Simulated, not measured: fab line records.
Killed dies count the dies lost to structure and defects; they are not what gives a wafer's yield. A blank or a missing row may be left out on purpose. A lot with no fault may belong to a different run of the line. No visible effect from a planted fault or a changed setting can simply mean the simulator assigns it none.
Matching of chambers | flow n5Finfet | rieDiel-04 running N5_MOL_CONTACT_COAG_STRIP_96: 4 sister chambers
The step strips in N2/H2. 20 wafers are shown with their chamber, then 10 later ones without.

WAFERS PAIRED WITH THEIR CHAMBERS
wafer  | chamber | showerheadPlenumPTorr (Torr) | drypumpMotorCurrentA (A) | oesProductAu (a.u.)
L075.3 | 2       | 3.28                         | 4.8                      | 0.92
L075.4 | 1       | 3.45                         | 5.3                      | 0.72
L075.6 | 0       | 3.22                         | 5.9                      | 0.72
L077.3 | 0       | 3.22                         | 5.9                      | 0.72
L077.4 | 3       | 3.21                         | 5.7                      | 0.72
L077.6 | 3       | 3.21                         | 5.6                      | 0.72
L078.2 | 0       | 3.22                         | 5.9                      | 0.72
L078.4 | 3       | 3.21                         | 5.6                      | 0.72
L078.5 | 0       | 3.21                         | 5.9                      | 0.72
L079.3 | 2       | 3.28                         | 4.8                      | 0.90
L079.4 | 1       | 3.45                         | 5.3                      | 0.71
L079.6 | 2       | 3.28                         | 4.8                      | 0.93
L081.1 | 1       | 3.45                         | 5.3                      | 0.71
L081.2 | 2       | 3.28                         | 4.8                      | 0.91
L081.5 | 1       | 3.45                         | 5.3                      | 0.71
L083.1 | 1       | 3.44                         | 5.3                      | 0.71
L083.2 | 3       | 3.21                         | 5.6                      | 0.71
L083.5 | 1       | 3.44                         | 5.3                      | 0.72
L086.1 | 1       | 3.44                         | 5.3                      | 0.71
L086.2 | 0       | 3.20                         | 5.8                      | 0.71

SIGNATURES (averages over the wafers above)
reading               | chamber 0 | chamber 1 | chamber 2 | chamber 3 | scatter within a chamber
showerheadPlenumPTorr | 3.2140    | 3.4457    | 3.2800    | 3.2100    | 0.00554
drypumpMotorCurrentA  | 5.880     | 5.300     | 4.800     | 5.625     | 0.0311
oesProductAu          | 0.7180    | 0.7129    | 0.9150    | 0.7175    | 0.00706
Rule: a wafer's distance from a chamber is the root of the sum, over the readings, of the square of ((its reading less the chamber's mean) divided by the reading's scatter). If the next closest chamber is less than 2 further off than the closest, the wafer can't be placed; otherwise it belongs to the closest. The scatter is the square root of a quotient: the sum, over the shown wafers, of each reading's squared deviation from its chamber's mean, divided by wafers minus chambers.

WAFERS WITH NO CHAMBER GIVEN
wafer  | showerheadPlenumPTorr (Torr) | drypumpMotorCurrentA (A) | oesProductAu (a.u.)
L086.4 | 3.20                         | 5.7                      | 0.71
L087.1 | 3.20                         | 5.7                      | 0.70
L087.2 | 3.44                         | 5.3                      | 0.71
L087.6 | 3.20                         | 5.9                      | 0.70
L090.2 | 3.44                         | 5.3                      | 0.71
L090.3 | 3.26                         | 4.8                      | 0.87
L090.4 | 3.20                         | 5.9                      | 0.69
L096.1 | 3.20                         | 5.6                      | 0.70
L096.2 | 3.20                         | 5.9                      | 0.69
L096.4 | 3.43                         | 5.3                      | 0.70

WHICH CHAMBER EACH ONE RAN IN
wafer  | from the rows above | in truth
L086.4 | 3                   | 3
L087.1 | 3                   | 3
L087.2 | 1                   | 1
L087.6 | 0                   | 0
L090.2 | 1                   | 1
L090.3 | 2                   | 2
L090.4 | 0                   | 0
L096.1 | 3                   | 3
L096.2 | 0                   | 0
L096.4 | 1                   | 1
Correctly placed: 10 of 10. Number that these rows cannot place: 0. Placed wrongly: 0.
